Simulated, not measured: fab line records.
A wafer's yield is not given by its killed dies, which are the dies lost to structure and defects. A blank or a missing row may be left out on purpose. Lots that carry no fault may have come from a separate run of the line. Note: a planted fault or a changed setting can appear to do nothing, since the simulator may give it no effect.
fab line records	flow n5-finfet
[record] lots = 7	wafers = 19	last-day = 18
route steps=1938 shown BEOL_M7@1293
lots untouched by any fault: they come from a run of this same line in which no faults occurred
start-h: hours from the record's first day to the start of the lot's first wafer shown	wait-h: time in hours since the lot's previous step	" as in the row above	L1.1+2: a single row standing in for several wafers	- no value, or no start was given	* or withheld: withheld	< > ~ a bound
route shown NAME@n: names a module that has steps shown in the file, with the first one's number in the route	usual: mean/standard deviation taken from wafers without a fault	same: alike in all rows	chamber/n: place in a boat	sites: the reading at each site	_std_site: the values' standard deviation	_edge_site: outer sites' mean less inner sites'	radius-mm: how far each site lies from the wafer's centre	mask NAME#n: copy n	behind: the tool/chamber that last shaped the wafer	hold: cause of the lot's hold/its duration in hours/its outcome	device: the n, p or np transistor that did not switch	end of line: tests run on the same wafers once the route is complete	where a step has no rows: the recipe by itself	killed: not the wafer's yield, but the dies lost to structure and defects at the first sort	map: the dies of a wafer, with x for killed, . for not killed, _ for no die there
set.NAME: the setting that was run; set.NAME@STEP: the one run at that earlier step	model.NAME: the simulator's own value behind a step, which no gauge read
certain route steps with their lots: each step a table, each wafer a row
services: from which hour (start-h, from the record's first day; less than 0 if before it) a tool's chamber was out of use, for how many hours, and why
[[steps]]
[step N5_BEOL_M7_EXPOSE_25]
[recipe] mask-id = V6	na = 0.33	source-shape = annular	sigma-inner = 0.4	sigma-outer = 0.8	polarization = unpolarized	target-cd-nm = 40	dose-mj = 42.5
[step N5_BEOL_M7_PEB_26]
[recipe] peb-temp-c = 100	peb-time-s = 60	resist = CAR-EUV
[step N5_BEOL_M7_DEVELOP_27]
[recipe] develop-time-s = 30	developer = TMAH	resist = CAR-EUV	rinse-liquid = surfactant-rinse	dry = air-spin	dev-temp-c = 23
[step N5_BEOL_M7_CD_MEAS_28]
[recipe] target-cd-nm = 40	landing-energy-ev = 500	detector = se-inlens
[usual] cd-nm = 39.97/0.27
lot.wafer	tool	chamber	start-h	wait-h	cd-nm
L383.3	cd-sem-02	0	210.51	-	39.90
L383.5	"	0	"	"	40.05
L383.6	"	0	"	"	39.70
L384.2	cd-sem-02	0	214.25	-	40.20
L384.3	"	0	"	"	40.28
L384.5	"	0	"	"	40.41
L386.1	cd-sem-01	0	225.05	-	40.33
L386.2	"	0	"	"	40.32
L386.6	"	0	"	"	40.37
L387.1	cd-sem-02	0	230.95	-	40.01
L387.6	"	0	"	"	39.79
L388.1	cd-sem-02	0	241.59	-	40.08
L388.6	"	0	"	"	39.99
L400.2	cd-sem-01	0	311.37	-	40.23
L400.3	"	0	"	"	40.56
L400.4	"	0	"	"	39.97
L403.1	cd-sem-01	0	344.67	-	40.04
L403.2	"	0	"	"	40.27
L403.4	"	0	"	"	40.09
[step N5_BEOL_M7_OVL_MEAS_29]
[recipe] points-per-wafer = 522
[usual] V6_OVL = 0.0/0.71
[same] points-per-wafer = 522
lot.wafer	tool	chamber	start-h	wait-h	V6_OVL[nm]
L383.3	overlay-02	0	210.55	0.0	0.8
L383.5	"	0	"	"	-0.1
L383.6	"	0	"	"	1.1
L384.2	overlay-01	0	214.29	0.0	0.5
L384.3	"	0	"	"	-0.3
L384.5	"	0	"	"	0.2
L386.1	overlay-01	0	225.08	0.0	-0.3
L386.2	"	0	"	"	0.3
L386.6	"	0	"	"	-0.4
L387.1	overlay-02	0	230.98	0.0	0.0
L387.6	"	0	"	"	-0.3
L388.1	overlay-01	0	241.62	0.0	1.3
L388.6	"	0	"	"	0.7
L400.2	overlay-02	0	311.41	0.0	0.7
L400.3	"	0	"	"	0.4
L400.4	"	0	"	"	0.7
L403.1	overlay-01	0	344.70	0.0	-0.1
L403.2	"	0	"	"	0.2
L403.4	"	0	"	"	-0.6
[step N5_BEOL_M7_INSPECT_30]
[recipe] mode = adi	inspect-instrument = brightfield
[usual] raw-defect-count = 391/84
lot.wafer	tool	chamber	start-h	wait-h	raw-defect-count
L383.3	defect-inspect-01	-	210.60	0.0	309
L383.5	"	-	"	"	289
L383.6	"	-	"	"	344
L384.2	defect-inspect-02	-	214.34	0.0	431
L384.3	"	-	"	"	409
L384.5	"	-	"	"	291
L386.1	defect-inspect-02	-	225.14	0.1	341
L386.2	"	-	"	"	497
L386.6	"	-	"	"	590
L387.1	defect-inspect-02	-	231.04	0.1	396
L387.6	"	-	"	"	404
L388.1	defect-inspect-02	-	241.68	0.1	433
L388.6	"	-	"	"	349
L400.2	defect-inspect-02	-	311.46	0.0	496
L400.3	"	-	"	"	499
L400.4	"	-	"	"	606
L403.1	defect-inspect-02	-	344.77	0.1	276
L403.2	"	-	"	"	340
L403.4	"	-	"	"	363
[step N5_BEOL_M7_DESCUM_33]
[recipe] chemistry = O2	time-s = 7	source-power-w = 50	bias-power-w = 20	pressure-mtorr = 20	rf-frequency-hz = 2.712e+07	temp-c = 40	resist = CAR-EUV	o2-flow-sccm = 225
[usual] drypump-motor-current-A = 5.7/0.58	oes-product-au = 0.80/0.085	rf-vpp-V = 243.2/1.2	showerhead-plenum-p-Torr = 2.09/0.069	throttle-valve-pct = 20.33/0.3
[same] time-s = 7
lot.wafer	tool	chamber	start-h	wait-h	drypump-motor-current-A	oes-product-au	rf-hours-counter-h	rf-vpp-V	showerhead-plenum-p-Torr	throttle-valve-pct
L383.3	rie-diel-03	3	210.63	0.0	6.2	0.72	212	244.1	2.17	20.46
L383.5	"	2	"	"	5.5	0.68	-	241.7	2.00	20.80
L383.6	"	1	"	"	5.3	0.74	-	243.6	2.06	20.13
L384.2	rie-diel-03	0	214.67	0.3	5.0	0.85	77	243.9	2.12	20.04
L384.3	"	2	"	"	5.5	0.68	234	241.1	2.00	20.81
L384.5	"	2	"	"	5.5	0.68	-	240.5	2.00	20.82
L386.1	rie-diel-03	2	225.50	0.4	5.5	0.68	237	241.3	1.99	20.82
L386.2	"	3	"	"	6.3	0.71	216	244.1	2.17	20.45
L386.6	"	0	"	"	5.0	0.83	-	246.1	2.12	20.01
L387.1	rie-diel-03	3	231.20	0.2	6.2	0.71	218	243.6	2.17	20.46
L387.6	"	1	"	"	5.3	0.74	-	243.7	2.06	20.17
L388.1	rie-diel-03	3	241.71	0.0	6.2	0.70	221	244.4	2.17	20.46
L388.6	"	0	"	"	5.0	0.84	-	242.1	2.12	20.04
L400.2	rie-diel-03	2	311.73	0.3	5.5	0.94	12	245.8	2.25	20.33
L400.3	"	0	"	"	5.0	0.81	111	243.2	2.11	20.06
L400.4	"	3	"	"	6.3	0.70	-	243.9	2.16	20.50
L403.1	rie-diel-01	0	345.19	0.4	4.7	0.83	92	242.4	2.10	20.25
L403.2	"	2	"	"	6.1	0.87	64	242.3	2.01	19.89
L403.4	"	3	"	"	6.4	0.82	-	241.9	2.02	20.34
[step N5_BEOL_M7_ETCH_72]
[recipe] chemistry = N2/H2	target = underlayer	target-depth-a = 65	mask-material = CAR-EUV	time-s = 5.2	ion-energy-ev = 200	pressure-mtorr = 30	source-w = 840	bias-w = 150	n2-flow-sccm = 200	h2-flow-sccm = 200	ends = cleared
[usual] drypump-motor-current-A = 5.7/0.58	etch-rf-on-time-s = 5.20/0.13	oes-product-au = 0.68/0.071	rf-vpp-V = 523.8/2.5	showerhead-plenum-p-Torr = 2.54/0.074	throttle-valve-pct = 17.75/0.24
lot.wafer	tool	chamber	start-h	wait-h	drypump-motor-current-A	etch-rf-on-time-s	oes-product-au	rf-hours-counter-h	rf-vpp-V	showerhead-plenum-p-Torr	throttle-valve-pct
L383.3	rie-diel-03	3	210.67	0.0	6.3	5.44	0.62	212	525.7	2.62	17.73
L383.5	"	2	"	"	5.5	5.44	0.57	-	519.1	2.40	18.02
L383.6	"	1	"	"	5.3	5.06	0.64	-	523.5	2.53	17.72
L384.2	rie-diel-03	0	214.71	0.0	5.0	5.17	0.71	77	524.7	2.57	17.42
L384.3	"	2	"	"	5.6	5.43	0.57	234	519.2	2.40	18.00
L384.5	"	2	"	"	5.5	5.41	0.58	-	519.5	2.40	18.01
L386.1	rie-diel-03	2	225.53	0.0	5.5	5.40	0.58	237	520.7	2.40	18.04
L386.2	"	3	"	"	6.2	5.38	0.61	216	525.7	2.61	17.74
L386.6	"	0	"	"	5.0	5.12	0.72	-	525.1	2.57	17.38
L387.1	rie-diel-03	3	231.24	0.0	6.3	5.29	0.60	218	524.8	2.61	17.73
L387.6	"	1	"	"	5.3	4.96	0.65	-	522.6	2.53	17.75
L388.1	rie-diel-03	3	241.75	0.0	6.3	5.39	0.60	221	524.8	2.61	17.76
L388.6	"	0	"	"	5.0	5.20	0.70	-	523.9	2.57	17.43
L400.2	rie-diel-03	2	311.77	0.0	5.5	5.30	0.79	12	529.4	2.70	17.52
L400.3	"	0	"	"	5.0	5.24	0.69	111	523.1	2.56	17.47
L400.4	"	3	"	"	6.2	5.38	0.58	-	527.7	2.60	17.80
L403.1	rie-diel-01	0	345.23	0.0	4.8	5.19	0.70	92	526.2	2.55	17.66
L403.2	"	2	"	"	6.1	5.02	0.75	64	523.1	2.49	17.59
L403.4	"	3	"	"	6.4	5.14	0.71	-	522.2	2.46	17.76
[step N5_BEOL_M7_ETCH_65]
[recipe] chemistry = CF4	target = SiARC	target-depth-a = 156	mask-material = CAR-EUV	time-s = 26	ion-energy-ev = 80	pressure-mtorr = 40	source-w = 545	bias-w = 36	Ar_flow_sccm = 100	cf4-flow-sccm = 100	ends = cleared
[usual] drypump-motor-current-A = 5.7/0.59	etch-rf-on-time-s = 26.2/0.72	oes-product-au = 0.68/0.072	rf-vpp-V = 184.1/1.1	showerhead-plenum-p-Torr = 2.14/0.065	throttle-valve-pct = 15.54/0.24
lot.wafer	tool	chamber	start-h	wait-h	drypump-motor-current-A	etch-rf-on-time-s	oes-product-au	rf-hours-counter-h	rf-vpp-V	showerhead-plenum-p-Torr	throttle-valve-pct
L383.3	rie-diel-03	3	210.68	0.0	6.2	27.0	0.60	212	184.1	2.22	15.71
L383.5	"	2	"	"	5.5	27.0	0.58	-	183.7	2.04	15.88
L383.6	"	1	"	"	5.3	25.4	0.65	-	184.1	2.14	15.49
L384.2	rie-diel-03	0	214.72	0.0	5.0	25.8	0.72	77	185.3	2.17	15.18
L384.3	"	2	"	"	5.5	27.3	0.57	234	184.4	2.04	15.87
L384.5	"	2	"	"	5.5	27.4	0.57	-	181.6	2.04	15.89
L386.1	rie-diel-03	2	225.55	0.0	5.5	27.6	0.57	237	182.3	2.04	15.89
L386.2	"	3	"	"	6.3	27.3	0.59	216	185.2	2.22	15.74
L386.6	"	0	"	"	5.0	26.0	0.71	-	185.3	2.16	15.19
L387.1	rie-diel-03	3	231.26	0.0	6.2	27.0	0.60	218	185.1	2.22	15.73
L387.6	"	1	"	"	5.3	25.2	0.64	-	182.7	2.13	15.51
L388.1	rie-diel-03	3	241.76	0.0	6.2	27.1	0.60	221	186.8	2.22	15.73
L388.6	"	0	"	"	5.0	25.9	0.72	-	183.6	2.16	15.21
L400.2	rie-diel-03	2	311.79	0.0	5.5	26.7	0.78	12	184.9	2.28	15.40
L400.3	"	0	"	"	5.0	26.2	0.69	111	183.9	2.15	15.27
L400.4	"	3	"	"	6.2	27.2	0.58	-	186.1	2.20	15.78
L403.1	rie-diel-01	0	345.24	0.0	4.7	25.8	0.71	92	182.5	2.16	15.48
L403.2	"	2	"	"	6.1	24.9	0.75	64	184.0	2.08	15.28
L403.4	"	3	"	"	6.4	26.4	0.69	-	184.4	2.08	15.53
[step N5_BEOL_M7_ETCH_66]
[recipe] chemistry = N2/H2	target = SOC	target-depth-a = 800	overetch-a = 160	mask-material = SiARC	temp-c = 40	time-s = 120	ion-energy-ev = 200	pressure-mtorr = 30	source-w = 840	bias-w = 150	n2-flow-sccm = 200	h2-flow-sccm = 200
[usual] drypump-motor-current-A = 5.7/0.58	oes-product-au = 0.61/0.06	rf-vpp-V = 523.8/2.3	run-length-s = 143.3/0.51	showerhead-plenum-p-Torr = 2.54/0.074	throttle-valve-pct = 17.71/0.24
[same] time-s = 120
lot.wafer	tool	chamber	start-h	wait-h	drypump-motor-current-A	oes-product-au	rf-hours-counter-h	rf-vpp-V	run-length-s	showerhead-plenum-p-Torr	throttle-valve-pct
L383.3	rie-diel-03	3	210.71	0.0	6.2	0.55	212	526.4	143.1	2.62	17.68
L383.5	"	2	"	"	5.5	0.53	-	518.8	142.2	2.40	17.98
L383.6	"	1	"	"	5.3	0.57	-	523.3	143.1	2.53	17.69
L384.2	rie-diel-03	0	214.75	0.0	5.1	0.64	77	524.3	143.3	2.57	17.38
L384.3	"	2	"	"	5.5	0.53	234	520.4	142.9	2.40	17.99
L384.5	"	2	"	"	5.5	0.53	-	520.5	142.4	2.40	17.99
L386.1	rie-diel-03	2	225.58	0.0	5.5	0.53	237	518.7	142.3	2.39	18.00
L386.2	"	3	"	"	6.3	0.55	216	526.7	143.2	2.61	17.70
L386.6	"	0	"	"	5.0	0.64	-	524.7	143.1	2.57	17.38
L387.1	rie-diel-03	3	231.28	0.0	6.2	0.54	218	526.1	143.1	2.61	17.70
L387.6	"	1	"	"	5.3	0.56	-	522.3	142.8	2.53	17.70
L388.1	rie-diel-03	3	241.79	0.0	6.2	0.54	221	527.1	143.5	2.61	17.72
L388.6	"	0	"	"	5.0	0.63	-	524.9	143.1	2.57	17.37
L400.2	rie-diel-03	2	311.81	0.0	5.5	0.71	12	529.3	142.1	2.70	17.49
L400.3	"	0	"	"	5.0	0.61	111	524.3	143.2	2.56	17.45
L400.4	"	3	"	"	6.3	0.54	-	525.8	143.3	2.60	17.75
L403.1	rie-diel-01	0	345.27	0.0	4.8	0.63	92	525.3	143.8	2.55	17.60
L403.2	"	2	"	"	6.1	0.66	64	522.8	143.5	2.49	17.55
L403.4	"	3	"	"	6.4	0.63	-	522.2	144.3	2.46	17.71
[step N5_BEOL_M7_STRIP_69]
[recipe] chemistry = N2/H2	temp-c = 40	n2-flow-sccm = 200	h2-flow-sccm = 200	rf-frequency-hz = 6e+07
[step N5_BEOL_M7_STRIP_73]
[recipe] chemistry = N2/H2	temp-c = 40	n2-flow-sccm = 200	h2-flow-sccm = 200	rf-frequency-hz = 6e+07
[step N5_BEOL_M7_VIA_ETCH_34]
[recipe] chemistry = C4F6/O2	target = SiCOH_lowk	target-depth-a = 1255	mask-material = SOC	taper-deg = 4	time-s = 50.5	ion-energy-ev = 250	pressure-mtorr = 30	source-w = 345	bias-w = 185	Ar_flow_sccm = 300	C4F6_flow_sccm = 10	O2_flow_sccm = 10
[usual] C4F6_flow_sccm = 10.003/0.029	drypump-motor-current-A = 5.7/0.58	oes-product-au = 0.80/0.085	rf-vpp-V = 673/13	run-length-s = 73.8/0.47	showerhead-plenum-p-Torr = 2.85/0.088	throttle-valve-pct = 20.83/0.28
lot.wafer	tool	chamber	start-h	wait-h	C4F6_flow_sccm	drypump-motor-current-A	oes-product-au	rf-hours-counter-h	rf-vpp-V	run-length-s	showerhead-plenum-p-Torr	throttle-valve-pct	model.etch.depth-nm
L383.3	rie-diel-03	3	210.81	0.0	10.016	6.2	0.71	212	687	74.5	2.95	20.98	122.6
L383.5	"	2	"	"	10.033	5.5	0.67	-	682	72.7	2.72	21.21	119.8
L383.6	"	1	"	"	9.994	5.3	0.75	-	677	73.7	2.86	20.89	127.6
L384.2	rie-diel-03	0	214.85	0.0	10.046	5.0	0.84	77	672	73.7	2.87	20.42	126.8
L384.3	"	2	"	"	10.048	5.5	0.67	234	680	72.6	2.72	21.20	120.6
L384.5	"	2	"	"	10.016	5.6	0.68	-	681	73.2	2.72	21.20	121.7
L386.1	rie-diel-03	2	225.68	0.0	10.036	5.5	0.67	237	681	73.1	2.71	21.20	120.6
L386.2	"	3	"	"	9.991	6.2	0.70	216	686	74.0	2.95	21.00	121.2
L386.6	"	0	"	"	9.980	5.0	0.84	-	673	71.2	2.87	20.41	120
L387.1	rie-diel-03	3	231.38	0.0	9.988	6.2	0.70	218	687	73.7	2.95	20.98	121.1
L387.6	"	1	"	"	9.979	5.3	0.74	-	677	71.0	2.86	20.88	121.6
L388.1	rie-diel-03	3	241.89	0.0	9.988	6.3	0.71	221	685	73.6	2.95	20.98	122.8
L388.6	"	0	"	"	10.013	5.0	0.84	-	672	71.2	2.86	20.41	121.7
L400.2	rie-diel-03	2	311.91	0.0	9.982	5.5	0.92	13	693	72.6	3.04	20.78	124.6
L400.3	"	0	"	"	10.036	5.0	0.80	111	672	74.1	2.85	20.45	125
L400.4	"	3	"	"	10.055	6.2	0.68	-	685	73.9	2.94	21.02	122.2
L403.1	rie-diel-01	0	345.37	0.0	9.991	4.7	0.82	92	655	74.2	2.87	20.76	126.1
L403.2	"	2	"	"	9.968	6.1	0.88	64	661	73.8	2.75	20.41	130
L403.4	"	3	"	"	9.969	6.4	0.82	-	674	74.2	2.78	20.95	126.3
[step N5_BEOL_M7_STRIP_76]
[recipe] chemistry = C4F6/O2	resist = SiARC	rf-frequency-hz = 6e+07
[[services]]
tool	chamber	start-h	hours	kind
rie-diel-01	1	240.27	4.0	repair
rie-diel-03	2	265.86	-	clean
rie-diel-03	2	265.86	-	consumable-replace:focus-ring
rie-diel-03	2	265.86	-	consumable-replace:showerhead
rie-diel-03	2	265.86	14.9	scheduled-down
rie-diel-03	2	265.86	14.9	vent-cycle
rie-diel-03	3	316.84	-	clean
rie-diel-03	3	316.84	-	consumable-replace:focus-ring
rie-diel-03	3	316.84	13.1	scheduled-down
rie-diel-03	3	316.84	13.1	vent-cycle
rie-diel-01	1	324.46	-	clean
rie-diel-01	1	324.46	-	consumable-replace:focus-ring
rie-diel-01	1	324.46	33.2	scheduled-down
rie-diel-01	1	324.46	33.2	vent-cycle
[[key]]
[first-sign] step = N5_BEOL_M7_VIA_ETCH_34	reading = run-length-s	direction = down	sigmas = 5.5	usual = *	struck = *
effect none on later readings
[model-effect] step = N5_BEOL_M7_VIA_ETCH_34	value = etch.depth-nm	without = 127.7	struck = 121.1
met-at N5_BEOL_M7_VIA_ETCH_34
struck-wafers L386.6,L387.6,L388.6
onset-between 214.85 225.68
[fault] kind = process-parameter-drift	tool = rie-diel-03	chamber = -	onset-h = 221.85	steps = N5_BEOL_M7_VIA_ETCH_34	channel = time-s	offset = *	shape = step	end-h = 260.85	scope = struck-wafers-only	acts-in = *	stated = *
